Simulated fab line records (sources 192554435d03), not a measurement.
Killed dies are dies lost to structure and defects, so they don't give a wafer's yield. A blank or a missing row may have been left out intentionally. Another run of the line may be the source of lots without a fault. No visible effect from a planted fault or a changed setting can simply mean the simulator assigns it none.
Matching of chambers + flow n5Finfet + rieDiel-04 running N5_HKMG_FIN_ETCH_86: 4 sister chambers
The step etches SOC in N2/H2, stops on TiN, target depth 393.2 nm. 8 wafers are shown with their chamber, then 11 later ones without.

== EACH WAFER AND ITS CHAMBER ==
| wafer  | chamber | showerheadPlenumPTorr (Torr) | drypumpMotorCurrentA (A) |
|--------|---------|------------------------------|--------------------------|
| L087.6 | 1       | 2.56                         | 5.8                      |
| L088.1 | 2       | 2.63                         | 4.7                      |
| L088.3 | 3       | 2.63                         | 5.7                      |
| L088.4 | 1       | 2.55                         | 5.8                      |
| L092.1 | 2       | 2.63                         | 4.8                      |
| L092.3 | 0       | 2.42                         | 5.6                      |
| L092.4 | 3       | 2.63                         | 5.6                      |
| L093.1 | 0       | 2.42                         | 5.5                      |

== WAFERS WHOSE CHAMBER IS MISSING ==
| wafer  | showerheadPlenumPTorr (Torr) | drypumpMotorCurrentA (A) |
|--------|------------------------------|--------------------------|
| L093.2 | 2.62                         | 5.6                      |
| L093.5 | 2.62                         | 5.7                      |
| L094.1 | 2.42                         | 5.5                      |
| L094.3 | 2.63                         | 4.8                      |
| L094.5 | 2.55                         | 5.8                      |
| L095.4 | 2.62                         | 4.8                      |
| L095.5 | 2.55                         | 5.8                      |
| L095.6 | 2.62                         | 5.7                      |
| L096.3 | 2.55                         | 5.8                      |
| L096.5 | 2.62                         | 5.6                      |
| L096.6 | 2.55                         | 5.8                      |

== EACH ONE'S CHAMBER ==
| wafer  | from the rows above | in truth |
|--------|---------------------|----------|
| L093.2 | 3                   | 3        |
| L093.5 | 3                   | 3        |
| L094.1 | 0                   | 0        |
| L094.3 | 2                   | 2        |
| L094.5 | 1                   | 1        |
| L095.4 | 2                   | 2        |
| L095.5 | 1                   | 1        |
| L095.6 | 3                   | 3        |
| L096.3 | 1                   | 1        |
| L096.5 | 3                   | 3        |
| L096.6 | 1                   | 1        |
Correctly placed: 11 of 11. From these rows, 0 cannot be placed. Placed wrongly: 0.
How it was worked out, from the rows above alone: a wafer's distance from a chamber is the root of the sum, over the readings, of the square of ((its reading less the chamber's mean) divided by the reading's scatter). The wafer belongs to the nearest chamber; if the next one is less than 2 further off, it can't be placed. For every chamber, the mean is computed from those of its wafers that are shown. The scatter is the square root of a quotient: the sum, over the shown wafers, of each reading's squared deviation from its chamber's mean, divided by wafers minus chambers.
